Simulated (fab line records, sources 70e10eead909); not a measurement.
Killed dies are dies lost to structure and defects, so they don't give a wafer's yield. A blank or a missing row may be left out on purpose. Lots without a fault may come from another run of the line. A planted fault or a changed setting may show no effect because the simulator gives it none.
A struck lot beside a sound one | flow nand_harc | 14 steps out of a route of 1159
Sound: wafers L673.1, L673.2, L673.3. Struck: wafer L685.4. (L685.1, L685.3 of the same lot were not struck and are left out.) The cause comes at the end.
At each step with rows: each side's tool, then ch and its chambers, then its first start. Under that, the readings that differ: sound wafers | struck wafers | difference of the means | sigmas: that difference in standard deviations of wafers without a fault.
alike: readings whose means differ by less than 2 such deviations, and words and numbers that are the same on both sides. not compared: withheld readings, readings that some wafer has no value for, bounds like >300 that may hide the same value, and numbers for which the record gives no deviation and whose values overlap.
The two part at a step that has a row with sigmas, a row that says differs or no value, or rows on one side only. Numbers that don't overlap but have no deviation are shown without sigmas and don't part them. A reading that every wafer of one side lacks parts them only if that side has two wafers or more.

NHARC_A_SOURCE_PLATE_THK_MEAS_06: measures by ellipsometry.
  sound on film_metro-02, day 8 22:26; struck on film_metro-01, day 12 05:40
  alike: thk_nm
NHARC_A_SOURCE_PLATE_INSPECT_08:
  sound on defect_inspect-01, day 8 22:29; struck on defect_inspect-01, day 12 05:44
  alike: raw_defect_count
then, 1 step without rows for these wafers: NHARC_A_ONON_D1_DEP_00 (target thk 1000 nm).
NHARC_A_ONON_D1_THK_MEAS_02: measures by ellipsometry.
  sound on film_metro-01, day 8 23:04; struck on film_metro-02, day 12 06:19
  alike: thk_nm
then, 1 step without rows for these wafers: NHARC_A_ONON_D1_DEP_03 (target thk 1000 nm).
NHARC_A_ONON_D1_THK_MEAS_05: measures by ellipsometry.
  sound on film_metro-02, day 8 23:38; struck on film_metro-02, day 12 07:01
  alike: thk_nm
then, 1 step without rows for these wafers: NHARC_A_ONON_D1_DEP_06 (target thk 1000 nm).
NHARC_A_ONON_D1_THK_MEAS_08: measures by ellipsometry.
  sound on film_metro-02, day 9 00:13; struck on film_metro-02, day 12 07:34
  reading     | sound       | struck | difference | sigmas
  thk_nm (nm) | 998 997 996 | 1017   | +20        | +2
then, 1 step without rows for these wafers: NHARC_A_ONON_D1_DEP_09 (target thk 1000 nm).
NHARC_A_ONON_D1_THK_MEAS_11: measures by ellipsometry.
  sound on film_metro-02, day 9 00:47; struck on film_metro-02, day 12 08:10
  reading     | sound       | struck | difference | sigmas
  thk_nm (nm) | 982 983 986 | 1012   | +28        | +2
NHARC_A_ONON_D1_DEP_12: target thk 1000 nm.
  sound on pecvd_onon-04 ch 0, day 9 00:51; struck on pecvd_onon-03 ch 0, day 12 08:13
NHARC_A_ONON_D1_THK_MEAS_14: measures by ellipsometry.
  sound on film_metro-02, day 9 01:22; struck on film_metro-02, day 12 08:43
  reading     | sound       | struck | difference | sigmas
  thk_nm (nm) | 992 991 991 | 1335   | +344       | +29
then, 1 step without rows for these wafers: NHARC_A_ONON_D1_ANNEAL_15 (time 3600 s).
-- the record jumps here: 11 days lie between the struck wafers' starts before and after (it left off in module A_ONON_D1 and takes up again in module END, whose first step shown is number 1159 of the route) --
NHARC_END_SORT_01:
  sound on prober-02 ch 0, day 21 12:18; struck on prober-01 ch 0, day 23 17:05
  reading         | sound    | struck | difference | sigmas
  killed_at_array | 25 19 25 | 672    | +649       | +59
  killed_dies     | 28 21 27 | 677    | +652       | +54
  alike: killed_at_other, killed_at_periphery, killed_open, killed_short

WHERE THEY PART
First at NHARC_A_ONON_D1_THK_MEAS_08; last, within this record, at NHARC_END_SORT_01.

WHY: what the simulator had put in
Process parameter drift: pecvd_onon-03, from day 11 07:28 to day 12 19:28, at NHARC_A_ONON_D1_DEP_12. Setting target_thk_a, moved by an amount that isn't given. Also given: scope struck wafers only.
